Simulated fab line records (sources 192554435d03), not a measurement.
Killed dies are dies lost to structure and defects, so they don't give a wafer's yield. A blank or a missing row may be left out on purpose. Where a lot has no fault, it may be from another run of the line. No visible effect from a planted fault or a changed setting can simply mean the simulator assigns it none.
Matching of chambers + flow n5 finfet + N5_BEOL_M10_CURE_72 on uv cure-02: 3 sister chambers
The step cures SiCOH lowk, time 120 s. 3 wafers are shown with their chamber, then 7 later ones without.

## WAFERS, EACH WITH ITS CHAMBER
| wafer  | chamber | wafer_temp_C_max |
|--------|---------|------------------|
| L085.5 | 1       | 371.9            |
| L086.6 | 2       | 371.2            |
| L089.2 | 0       | 372.4            |

## WAFERS WITHOUT THEIR CHAMBER
| wafer  | wafer_temp_C_max |
|--------|------------------|
| L089.3 | 372.7            |
| L091.2 | 371.9            |
| L091.5 | 371.9            |
| L091.6 | 372.4            |
| L093.2 | 372.5            |
| L093.3 | 373.0            |
| L093.4 | 372.0            |

## THE CHAMBER EACH PASSED THROUGH
| wafer  | from the rows above     | in truth |
|--------|-------------------------|----------|
| L089.3 | can't be placed: 0 or 1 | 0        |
| L091.2 | can't be placed: 1 or 0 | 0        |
| L091.5 | can't be placed: 1 or 0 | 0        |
| L091.6 | can't be placed: 0 or 1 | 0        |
| L093.2 | can't be placed: 0 or 1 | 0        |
| L093.3 | can't be placed: 0 or 1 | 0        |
| L093.4 | can't be placed: 1 or 0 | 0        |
Placed correctly: 0 of 7. Unplaceable from these rows: 7, with the true chamber sitting among the candidates in 7. Placed wrongly: 0.
How it was worked out, from the rows above alone: a wafer's distance from a chamber is the root of the sum, over the readings, of the square of ((its reading less the chamber's mean) divided by the reading's scatter). The wafer belongs to the nearest chamber; if the next one is less than 2 further off, it can't be placed. Each chamber's mean is taken over the wafers shown for it. The scatter (one wafer shown for each chamber): square how far every hidden wafer sits from the nearest shown wafer, average those squares and take the square root.
